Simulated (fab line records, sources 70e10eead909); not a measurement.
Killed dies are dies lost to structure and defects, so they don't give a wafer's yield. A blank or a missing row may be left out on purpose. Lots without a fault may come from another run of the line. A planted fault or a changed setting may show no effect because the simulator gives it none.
Chamber matching | flow nand_harc | NHARC_P_M1_DEP_33 on pecvd-03: 3 sister chambers
The step deposits SiCN, target thk 30 nm. 14 wafers are shown with their chamber, then 7 later ones without.

WAFERS WITH THEIR CHAMBER
wafer  | chamber | heater_power_w (W)
L076.1 | 1       | 550
L076.2 | 2       | 575
L076.6 | 0       | 441
L089.2 | 1       | 561
L089.4 | 0       | 492
L089.6 | 2       | 510
L087.2 | 1       | 529
L087.4 | 0       | 413
L087.5 | 1       | 519
L085.1 | 0       | 445
L085.2 | 1       | 510
L085.3 | 2       | 519
L092.4 | 2       | 540
L092.5 | 1       | 494

SIGNATURES (means of the wafers above)
reading        | chamber 0 | chamber 1 | chamber 2 | scatter within a chamber
heater_power_w | 447.75    | 527.17    | 536.00    | 28.4
Rule: a wafer's distance from a chamber is the root of the sum, over the readings, of the square of ((its reading less the chamber's mean) divided by the reading's scatter). The wafer belongs to the nearest chamber; if the next one is less than 2 further off, it can't be placed. The scatter: the root of (the sum of the squares of (reading less its chamber's mean) over the shown wafers, divided by (wafers less chambers)).

WAFERS WITHOUT THEIR CHAMBER
wafer  | heater_power_w (W)
L092.6 | 480
L095.2 | 468
L095.3 | 567
L095.5 | 474
L095.1 | 561
L095.4 | 572
L095.6 | 570

WHICH CHAMBER EACH WENT THROUGH
wafer  | from the rows above          | in truth
L092.6 | can't be placed: 0 or 1 or 2 | 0
L095.2 | can't be placed: 0 or 1 or 2 | 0
L095.3 | can't be placed: 2 or 1      | 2
L095.5 | can't be placed: 0 or 1 or 2 | 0
L095.1 | can't be placed: 2 or 1      | 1
L095.4 | can't be placed: 2 or 1      | 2
L095.6 | can't be placed: 2 or 1      | 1
Placed correctly: 0 of 7. Can't be placed from these rows: 7 (the true chamber is among the candidates in 7). Placed wrongly: 0.
